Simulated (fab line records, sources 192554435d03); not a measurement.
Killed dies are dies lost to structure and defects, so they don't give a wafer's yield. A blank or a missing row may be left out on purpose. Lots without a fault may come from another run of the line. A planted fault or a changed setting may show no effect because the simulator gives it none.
Split-lot experiment | flow n5_finfet | 7 lots, 39 wafers read, on a route of 1938 steps

THE SPLIT
At N5_BEOL_M13_SPUTTER_44 (material Ta, target thk 10 nm, time 16.13 s), the setting target_thk_a was moved away from the recipe's 100 angstrom on 12 of the 39 wafers read, by -50.4% to +33.3%. The other wafers ran this setting at the recipe's value.

FROM THE SPLIT TO THE READING: what the file shows between them, 3 steps
- N5_BEOL_M13_SPUTTER_45: material Cu, target thk 80 nm, time 13.33 s
- N5_BEOL_M13_ECD_47: material Cu, target thk 936 nm
- N5_BEOL_M13_ANNEAL_48: time 90 s

THE READING
barrier_field_endpoint_s, in s, at N5_BEOL_M13_CMP_49 (polishes, stops on SiOC, t overpolish 17.1 s, target thk 420 nm). Fault-free wafers of this fab line usually give 30.3 s, standard deviation 0.68 s.

wafer  | tool, chamber at the split | target_thk_a as run, angstrom | against the recipe | barrier_field_endpoint_s, s | against lot-mates on the recipe
L074.2 | pvd_sputter-03, -          | 100                           | recipe             | 29.6                        | -
L074.4 | pvd_sputter-03, -          | 100                           | recipe             | 29.7                        | -
L074.6 | pvd_sputter-03, -          | 100                           | recipe             | 30.2                        | -
L077.3 | pvd_sputter-03, -          | 49.64                         | -50.4%             | 24.8                        | -5.6
L077.2 | pvd_sputter-03, -          | 100                           | recipe             | 30.3                        | -
L077.4 | pvd_sputter-03, -          | 100                           | recipe             | 30.5                        | -
L077.1 | pvd_sputter-03, -          | 49.64                         | -50.4%             | 24.9                        | -5.5
L077.6 | pvd_sputter-03, -          | 49.64                         | -50.4%             | 24.8                        | -5.6
L077.5 | pvd_sputter-03, -          | 100                           | recipe             | 30.3                        | -
L078.1 | pvd_sputter-01, -          | 100                           | recipe             | 31.5                        | -
L078.4 | pvd_sputter-01, -          | 64.18                         | -35.8%             | 26.0                        | -4.7
L078.2 | pvd_sputter-01, -          | 100                           | recipe             | 29.7                        | -
L078.3 | pvd_sputter-01, -          | 64.18                         | -35.8%             | 25.4                        | -5.3
L078.6 | pvd_sputter-01, -          | 64.18                         | -35.8%             | 26.7                        | -4.0
L078.5 | pvd_sputter-01, -          | 100                           | recipe             | 30.9                        | -
L079.2 | pvd_sputter-03, -          | 100                           | recipe             | 30.0                        | -
L079.3 | pvd_sputter-03, -          | 100                           | recipe             | 30.0                        | -
L079.4 | pvd_sputter-03, -          | 133.3                         | +33.3%             | 33.9                        | +4.0
L079.1 | pvd_sputter-03, -          | 133.3                         | +33.3%             | 34.8                        | +4.9
L079.5 | pvd_sputter-03, -          | 100                           | recipe             | 29.7                        | -
L079.6 | pvd_sputter-03, -          | 133.3                         | +33.3%             | 33.9                        | +4.0
L081.4 | pvd_sputter-02, -          | 100                           | recipe             | 30.2                        | -
L081.1 | pvd_sputter-02, -          | 62.6                          | -37.4%             | 26.5                        | -4.0
L081.3 | pvd_sputter-02, -          | 62.6                          | -37.4%             | 26.1                        | -4.4
L081.2 | pvd_sputter-02, -          | 100                           | recipe             | 30.1                        | -
L081.6 | pvd_sputter-02, -          | 62.6                          | -37.4%             | 26.5                        | -4.0
L081.5 | pvd_sputter-02, -          | 100                           | recipe             | 31.3                        | -
L084.4 | pvd_sputter-02, -          | 100                           | recipe             | 29.7                        | -
L084.2 | pvd_sputter-02, -          | 100                           | recipe             | 31.0                        | -
L084.1 | pvd_sputter-02, -          | 100                           | recipe             | 31.0                        | -
L084.3 | pvd_sputter-02, -          | 100                           | recipe             | 30.9                        | -
L084.5 | pvd_sputter-02, -          | 100                           | recipe             | 29.7                        | -
L084.6 | pvd_sputter-02, -          | 100                           | recipe             | 31.2                        | -
L090.4 | pvd_sputter-01, -          | 100                           | recipe             | 31.2                        | -
L090.2 | pvd_sputter-01, -          | 100                           | recipe             | 29.7                        | -
L090.1 | pvd_sputter-01, -          | 100                           | recipe             | 29.9                        | -
L090.3 | pvd_sputter-01, -          | 100                           | recipe             | 30.1                        | -
L090.5 | pvd_sputter-01, -          | 100                           | recipe             | 30.9                        | -
L090.6 | pvd_sputter-01, -          | 100                           | recipe             | 30.6                        | -

THE FIT
A straight line over all 39 wafers: barrier_field_endpoint_s changes by +0.113 s for each +1% of target_thk_a; r = +0.98; the points scatter about the line by 0.55 s.
The same after taking each lot's own level away (the mean of its wafers on the recipe; 39 wafers): +0.118 s for each +1%; r = +0.98; scatter 0.52 s.
On that fit, the largest move of target_thk_a shifts the reading by 6 s.
The lots' own levels span 29.83 to 30.70 s, that is 1.3 times the standard deviation above.
So the lot-to-lot level changes the slope little: the two slopes agree.
Check: with one of the wafers moved furthest among these (-50.4%) left out of the fit, the line predicts -5.97 s for it against its lot-mates. It came out at -5.57 s against them.

OTHER SPLITS ON THESE WAFERS
These wafers also went through other splits before the reading. Each is held against what the fit with the lots' levels taken away leaves over:
other split on the same wafers     | wafers away from the commonest value | r with barrier_field_endpoint_s (lot level and that fit taken away)
N5_BEOL_M9_ILD_DEP_00 target_thk_a | 6                                    | -0.06
N5_BEOL_M9_CVD_78 target_thk_a     | 12                                   | -0.18

THE WHOLE CHAIN: every reading that the file lists as answering this split, in the file's order
step                   | what it does                                                    | reading                                                                           | change (the file's fit)                | r (the file's)
N5_BEOL_M13_SPUTTER_44 | material Ta, target thk 10 nm, time 16.13 s                     | Ta_of_BEOL_M13_SPUTTER_44.thk_nm (the simulator's own value, which no gauge read) | +0.0982 nm for each +1% of the setting | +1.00
N5_BEOL_M13_CMP_49     | polishes, stops on SiOC, t overpolish 17.1 s, target thk 420 nm | barrier_field_endpoint_s                                                          | +0.118 s for each +1% of the setting   | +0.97

THE FILE'S OWN FIT
barrier_field_endpoint_s changes by +0.118 s for each +1% of target_thk_a, r = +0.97.
